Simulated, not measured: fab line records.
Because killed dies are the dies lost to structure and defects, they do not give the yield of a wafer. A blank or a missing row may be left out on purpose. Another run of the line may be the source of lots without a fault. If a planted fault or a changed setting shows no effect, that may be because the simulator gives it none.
Split-lot experiment -- flow n5_finfet -- route with 1938 steps; 7 lots, 21 wafers read

ON THE SPLIT
At N5_FIN_SAQP_ETCH_52 (etches SOC in N2/H2, target depth 100 nm, overetch 20 nm, time 150 s), the setting source_w was moved away from the recipe's 840 W on 7 of the 21 wafers read, by -15.1% to +17.6%. All remaining wafers had this setting at the recipe value.

The split's own step is where the reading is taken.

THE READING
rf_vpp_V, in V, at N5_FIN_SAQP_ETCH_52 (etches SOC in N2/H2, target depth 100 nm, overetch 20 nm, time 150 s). Typical for fault-free wafers on this fab line: 524.0 V, with standard deviation 2.2 V.

wafer,"tool, chamber at the split","source_w as run, W",against the recipe,"rf_vpp_V, V",against lot-mates on the recipe
L079.1,"rie_diel-02, 3",840,recipe,524.9,-
L079.3,"rie_diel-02, 2",727.7,-13.4%,553.0,+28.1
L079.4,"rie_diel-02, 0",727.7,-13.4%,549.6,+24.7
L080.2,"rie_diel-02, 3",840,recipe,523.9,-
L080.4,"rie_diel-02, 0",840,recipe,526.1,-
L080.5,"rie_diel-02, 3",712.9,-15.1%,553.9,+28.9
L082.1,"rie_diel-04, 1",987.7,+17.6%,496.0,-30.2
L082.5,"rie_diel-04, 0",840,recipe,526.2,-
L082.6,"rie_diel-04, 3",987.7,+17.6%,497.5,-28.7
L083.1,"rie_diel-02, 3",840,recipe,521.8,-
L083.3,"rie_diel-02, 1",840,recipe,523.0,-
L083.5,"rie_diel-02, 2",840,recipe,526.5,-
L092.2,"rie_diel-04, 0",840,recipe,526.9,-
L092.4,"rie_diel-04, 2",840,recipe,519.8,-
L092.5,"rie_diel-04, 1",840,recipe,523.9,-
L094.3,"rie_diel-03, 0",960.2,+14.3%,501.4,-20.3
L094.4,"rie_diel-03, 0",960.2,+14.3%,502.2,-19.5
L094.6,"rie_diel-03, 2",840,recipe,521.7,-
L096.1,"rie_diel-04, 3",840,recipe,525.4,-
L096.4,"rie_diel-04, 3",840,recipe,526.1,-
L096.6,"rie_diel-04, 3",840,recipe,524.4,-

FIT RESULTS
A straight line over all 21 wafers: rf_vpp_V changes by -1.74 V for each +1% of source_w; r = -0.99; the points scatter about the line by 2.4 V.
The same after taking each lot's own level away (the mean of its wafers on the recipe; 21 wafers): -1.72 V for each +1%; r = -0.99; scatter 2.4 V.
According to that fit, moving source_w by its largest amount changes the reading by 30 V.
From 521.70 to 526.20 V: that is the span of the lots' own levels, equal to 2.0 times the standard deviation above.
The two slopes agree, so the slope changes little with the lot-to-lot level.
Check: -28.9 V against its lot-mates is what the line predicts for one of the wafers moved furthest among these (+17.6%) when that wafer is left out of the fit. It came out at -30.2 V against them.
Tool readings at the split's step, against how far the setting was moved: rf_vpp_V r = -0.99.

OTHER SPLITS APPLIED TO THESE WAFERS
These wafers also went through other splits before the reading. Each is held against what the fit with the lots' levels taken away leaves over:
other split on the same wafers,wafers away from the commonest value,r with rf_vpp_V (lot level and that fit taken away)
N5_ZERO_LAYER_ETCH_18 icp_w,7,-0.42
N5_FIN_SAQP_ALD_61 ald_cycles,5,+0.24
N5_FIN_SAQP_PECVD_47 time_s,7,+0.06

FILE'S OWN FIT
rf_vpp_V changes by -1.73 V for each +1% of source_w, r = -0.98.
